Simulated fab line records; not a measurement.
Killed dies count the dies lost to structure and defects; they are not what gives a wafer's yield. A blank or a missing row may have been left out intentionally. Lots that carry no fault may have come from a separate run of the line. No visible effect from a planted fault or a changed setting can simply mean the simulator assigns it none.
Chamber matching -- flow nand-harc -- NHARC_P_M1_DESCUM_14 on rie-diel-06 has 4 sister chambers
The step chemistry O2, time 3 s. 14 wafers are shown with their chamber, then 7 later ones without.

WAFERS PAIRED WITH THEIR CHAMBERS
wafer,chamber,drypump-motor-current-A (A),rf-vpp-V (V),throttle-valve-pct (%)
L990.3,0,5.45,57.9,11.290
L990.5,0,5.45,60.1,11.313
L990.6,3,5.81,57.2,11.314
L992.2,1,5.30,58.5,11.321
L992.3,0,5.43,58.4,11.309
L992.4,2,5.65,58.3,11.320
L995.3,1,5.30,56.6,11.321
L995.4,2,5.68,58.8,11.302
L995.6,1,5.32,57.1,11.310
L996.3,2,5.61,58.2,11.308
L996.4,1,5.30,57.1,11.330
L996.6,0,5.43,58.1,11.321
L999.2,2,5.68,58.4,11.314
L999.5,2,5.70,59.1,11.309

SIGNATURES (means of the wafers above)
reading,chamber 0,chamber 1,chamber 2,chamber 3,scatter within a chamber
drypump-motor-current-A,5.4400,5.3050,5.6640,5.8100,0.0237
rf-vpp-V,58.625,57.325,58.560,57.200,0.749
throttle-valve-pct,11.30825,11.32050,11.31060,11.31400,0.0095
Rule: distance of a wafer from a chamber = root of the sum over the readings of ((wafer's reading minus chamber's mean) / reading's scatter) squared. If the next closest chamber is less than 2 further off than the closest, the wafer can't be placed; otherwise it belongs to the closest. The scatter: the root of (the sum of the squares of (reading less its chamber's mean) over the shown wafers, divided by (wafers less chambers)).

WAFERS WHOSE CHAMBER IS MISSING
wafer,drypump-motor-current-A (A),rf-vpp-V (V),throttle-valve-pct (%)
L999.6,5.81,56.4,11.303
L104.4,5.43,56.5,11.323
L104.5,5.65,59.5,11.306
L104.6,5.29,59.7,11.307
L106.1,5.63,59.4,11.316
L106.3,5.29,58.0,11.318
L106.5,5.66,59.2,11.313

THE CHAMBER EACH PASSED THROUGH
wafer,from the rows above,in truth
L999.6,3,3
L104.4,0,0
L104.5,2,2
L104.6,1,1
L106.1,2,2
L106.3,1,1
L106.5,2,2
Correct placement for 7 of the 7. Number that these rows cannot place: 0. Placed wrongly: 0.
